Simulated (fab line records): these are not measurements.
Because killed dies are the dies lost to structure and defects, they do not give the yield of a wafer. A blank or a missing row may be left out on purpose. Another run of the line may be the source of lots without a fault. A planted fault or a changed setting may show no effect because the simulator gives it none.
Which tool was responsible?    flow nand_harc    36 wafers from 12 lots sampled at 6 of the route's 1302 steps

WHAT EACH GAUGE READ, for each wafer
NHARC_A_M1_CD_MEAS_09: the cd target is 120 nm. Usual: cd_nm reads 120.2 nm (standard deviation 0.47).
lot   measured      on         cd_nm (nm)         flag
L858  day 23 18:44  cd_sem-02  120.0 120.0 119.8  
L859  day 25 06:08  cd_sem-03  119.8 119.9 120.3  
L862  day 25 09:11  cd_sem-01  120.0 120.1 119.6  
L861  day 25 15:22  cd_sem-01  119.9 120.8 120.5  
L864  day 26 10:38  cd_sem-01  120.2 119.9 120.3  
L867  day 27 02:14  cd_sem-03  121.2 120.1 120.1  
L866  day 27 08:50  cd_sem-01  120.3 119.4 120.0  
L868  day 27 21:44  cd_sem-03  120.4 119.7 120.1  
L875  day 31 04:49  cd_sem-02  133.3 133.0 133.0  OFF
L877  day 31 14:50  cd_sem-02  131.5 131.4 131.3  OFF
L876  day 31 19:22  cd_sem-01  129.8 129.1 129.9  OFF
L878  day 31 22:19  cd_sem-02  120.1 120.6 120.4  

NHARC_END_SORT_01. Usual: defect_limited_yield 91.4 %, standard deviation 2.9; killed_at_array 54, standard deviation 20; killed_at_other 0.9, standard deviation 1.1; killed_at_periphery 3.8, standard deviation 2.4; killed_dies 58, standard deviation 20; killed_open 3.5, standard deviation 1.9; killed_short 2.5, standard deviation 1.6; sort_bin_2_pct 3.1 %, standard deviation 1.2; sort_bin_3_pct 0.6 %, standard deviation 0.39; sort_bin_4_pct 4.9 %, standard deviation 1.7; sort_n_pass 619, standard deviation 20; sort_rim_yield_pct 91 %, standard deviation 4.3; sort_yield_pct 91.4 %, standard deviation 2.9.
lot   measured      on         defect_limited_yield (%)  killed_at_array  killed_at_other  killed_at_periphery  killed_dies  killed_open  killed_short  sort_bin_2_pct (%)  sort_bin_3_pct (%)  sort_bin_4_pct (%)  sort_n_pass  sort_rim_yield_pct (%)  sort_yield_pct (%)  flag
L862  day 26 17:11  prober-02  90.0 89.7 89.8            64 67 64         0 1 1            4 2 4                68 70 69     5 3 1        5 3 3         3.7 3.5 4.6         0.7 0.4 0.6         5.6 6.4 5.0         609 607 608  92 92 91                90.0 89.7 89.8      
L877  day 33 02:41  prober-01  94.5 93.5 95.0            30 38 29         4 4 5            3 2 0                37 44 34     4 2 3        4 3 1         1.2 2.2 1.5         1.3 0.3 0.1         3.0 4.0 3.4         640 633 643  92 94 91                94.5 93.5 95.0      OFF
L876  day 33 09:10  prober-02  89.8 90.7 90.7            66 62 61         1 0 0            2 1 2                69 63 63     4 5 3        1 5 3         3.7 4.1 4.0         0.9 0.7 0.7         5.6 4.4 4.6         608 614 614  94 97 92                89.8 90.7 90.7      

WHAT TOOL EACH LOT RAN ON (gives the tool, then ch and the chambers of the sampled wafers, and finally the start)
lot   NHARC_A_M0_ANNEAL_30              NHARC_A_M0_PRE_CLEAN_31          NHARC_A_M1_EXPOSE_06                NHARC_A_M1_ETCH_28
L858  rtp_anneal-01 ch 0, day 23 16:44  pecvd-04 ch 0,1, day 23 17:32    arfi_scanner-01 ch 0, day 23 18:35  rie_diel-04 ch 1,2,3, no start
L859  rtp_anneal-01 ch 0, day 25 03:58  pecvd-01 ch 0,1,2, day 25 04:49  arfi_scanner-02 ch 0, day 25 06:00  rie_diel-12 ch 1,2,3, no start
L862  rtp_anneal-02 ch 0, day 25 06:58  pecvd-04 ch 0,1, day 25 07:52    arfi_scanner-03 ch 0, day 25 09:02  rie_diel-10 ch 2,3, day 26 17:11 or earlier
L861  rtp_anneal-01 ch 0, day 25 13:16  pecvd-04 ch 0,2, day 25 14:02    arfi_scanner-02 ch 0, day 25 15:13  rie_diel-10 ch 1,2,3, no start
L864  rtp_anneal-01 ch 0, day 26 08:32  pecvd-04 ch 1,2, day 26 09:19    arfi_scanner-01 ch 0, day 26 10:30  rie_diel-12 ch 0,1,3, no start
L867  rtp_anneal-01 ch 0, day 27 00:02  pecvd-03 ch 0,1, day 27 00:55    arfi_scanner-03 ch 0, day 27 02:06  rie_diel-10 ch 1,2,3, no start
L866  rtp_anneal-01 ch 0, day 27 06:17  pecvd-03 ch 1,2, day 27 07:09    arfi_scanner-01 ch 0, day 27 08:42  rie_diel-04 ch 1,2, no start
L868  rtp_anneal-01 ch 0, day 27 19:39  pecvd-01 ch 0,1, day 27 20:32    arfi_scanner-01 ch 0, day 27 21:35  rie_diel-12 ch 0,1,2, no start
L875  rtp_anneal-02 ch 0, day 31 02:36  pecvd-04 ch 1,2, day 31 03:31    arfi_scanner-03 ch 0, day 31 04:40  rie_diel-04 ch 0,1, no start
L877  rtp_anneal-02 ch 0, day 31 12:37  pecvd-04 ch 0,1,2, day 31 13:31  arfi_scanner-03 ch 0, day 31 14:42  rie_diel-12 ch 0,1,2, day 33 02:41 or earlier
L876  rtp_anneal-02 ch 0, day 31 17:16  pecvd-03 ch 1,2, day 31 18:11    arfi_scanner-03 ch 0, day 31 19:13  rie_diel-10 ch 0,2,3, day 33 09:10 or earlier
L878  rtp_anneal-02 ch 0, day 31 20:12  pecvd-04 ch 0,1, day 31 20:59    arfi_scanner-01 ch 0, day 31 22:11  rie_diel-10 ch 1,3, no start
- NHARC_A_M0_ANNEAL_30: time 90 s.
- NHARC_A_M0_PRE_CLEAN_31: time 12 s.
- NHARC_A_M1_EXPOSE_06: exposes mask A M1, target cd 120 nm.
- NHARC_A_M1_ETCH_28: etches the open film in CF4/N2, target depth 30 nm, time 72.99 s.

AS READ BY THE TOOLS THEMSELVES (means over the sampled wafers that have a number; for cases with no such wafer, the mark the record gives instead)
NHARC_A_M0_ANNEAL_30. Usual: wafer_temp_C_max reads 226.5 (standard deviation 0.39).
lot   tool           wafer_temp_C_max  flag
L858  rtp_anneal-01  226.7             
L859  rtp_anneal-01  226.9             
L862  rtp_anneal-02  225.9             
L861  rtp_anneal-01  226.8             
L864  rtp_anneal-01  227.0             
L867  rtp_anneal-01  226.8             
L866  rtp_anneal-01  226.7             
L868  rtp_anneal-01  226.7             
L875  rtp_anneal-02  226.4             
L877  rtp_anneal-02  226.2             
L876  rtp_anneal-02  225.8             
L878  rtp_anneal-02  226.3             

NHARC_A_M0_PRE_CLEAN_31. Usual: heater_power_w reads 641 W (standard deviation 89).
lot   tool      heater_power_w (W)  flag
L858  pecvd-04  658                 
L859  pecvd-01  748                 
L862  pecvd-04  621                 
L861  pecvd-04  679                 
L864  pecvd-04  669                 
L867  pecvd-03  560                 
L866  pecvd-03  495                 
L868  pecvd-01  777                 
L875  pecvd-04  621                 
L877  pecvd-04  612                 
L876  pecvd-03  540                 
L878  pecvd-04  679                 

NHARC_A_M1_EXPOSE_06. Usual: exposure_dose_mJ_cm2 reads 75.09 (standard deviation 0.08).
lot   tool             exposure_dose_mJ_cm2  flag
L858  arfi_scanner-01  75.07                 
L859  arfi_scanner-02  75.19                 
L862  arfi_scanner-03  74.98                 
L861  arfi_scanner-02  75.05                 
L864  arfi_scanner-01  75.08                 
L867  arfi_scanner-03  75.05                 
L866  arfi_scanner-01  75.09                 
L868  arfi_scanner-01  75.07                 
L875  arfi_scanner-03  93.95                 OFF
L877  arfi_scanner-03  90.22                 OFF
L876  arfi_scanner-03  87.11                 OFF
L878  arfi_scanner-01  75.14                 

NHARC_A_M1_ETCH_28. Usual: drypump_motor_current_A 5.9 A, standard deviation 0.56; oes_product_au 1.000 a.u., standard deviation 0.0071; rf_vpp_V 314.0 V, standard deviation 2; showerhead_plenum_p_Torr 2.62 Torr, standard deviation 0.11; throttle_valve_pct 19.796 %, standard deviation 0.0085.
lot   tool         drypump_motor_current_A (A)  oes_product_au (a.u.)  rf_vpp_V (V)  showerhead_plenum_p_Torr (Torr)  throttle_valve_pct (%)  flag
L858  rie_diel-04  5.7                          0.998                  312.9         2.53                             19.803                  
L859  rie_diel-12  6.2                          1.002                  315.1         2.68                             19.799                  
L862  rie_diel-10  6.4                          0.998                  315.4         2.72                             19.789                  
L861  rie_diel-10  6.0                          1.001                  316.1         2.71                             19.798                  
L864  rie_diel-12  5.6                          0.996                  313.8         2.62                             19.794                  
L867  rie_diel-10  6.0                          0.995                  315.7         2.71                             19.789                  
L866  rie_diel-04  5.7                          1.006                  312.8         2.54                             19.794                  
L868  rie_diel-12  5.8                          0.997                  314.9         2.67                             19.796                  
L875  rie_diel-04  5.8                          0.999                  312.3         2.52                             19.795                  
L877  rie_diel-12  5.8                          1.000                  314.9         2.67                             19.797                  
L876  rie_diel-10  6.4                          1.006                  314.5         2.64                             19.799                  
L878  rie_diel-10  6.1                          0.992                  313.7         2.60                             19.800                  

THE ANSWER, worked out from the rows above alone
Rule: take the mean of a lot's wafers that have a number; if it is more than 3 standard deviations from the usual mean, the lot is off. Also off: a lot with no number at a reading for which 4 or more lots have one. The other lots that the step has rows for count as sound. After the gauges, taken in route order, come the tools' own readings; for these a lot's mean is taken, as printed above. The first step at which some lot is off is used, and at that step the reading that is off furthest; a lot without a number counts as furthest.
Off, at NHARC_A_M1_CD_MEAS_09 on cd_nm: L875, L877, L876.
If a tool, at a process step before that reading, ran all the lots that are off and no sound lot after the first of them, it fits. Not tried: the gauges at NHARC_A_M1_CD_MEAS_09; whatever is off there is also off at NHARC_A_M1_EXPOSE_06, on other tools, and gauge error can't account for it. One fits: arfi_scanner-03 at NHARC_A_M1_EXPOSE_06. A fault onset in the window from L867 (day 27 02:06, its last sound lot) to L875 (day 31 04:40, its first lot off) fits.
On the lots that are off, the tool's own readings at NHARC_A_M1_EXPOSE_06 differ by more than 5 times the standard deviation of the sound lots' means, which bears it out; exposure_dose_mJ_cm2 reads 90.43 there versus 75.08 on the sound lots.

WHAT WAS PUT IN BY THE SIMULATOR
Drift in process parameters on arfi_scanner-03 at NHARC_A_M1_EXPOSE_06, starting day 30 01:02. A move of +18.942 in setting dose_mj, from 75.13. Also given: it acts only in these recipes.
Shown lots that were struck: L875, L877, L876. The rule given above showed the same thing.
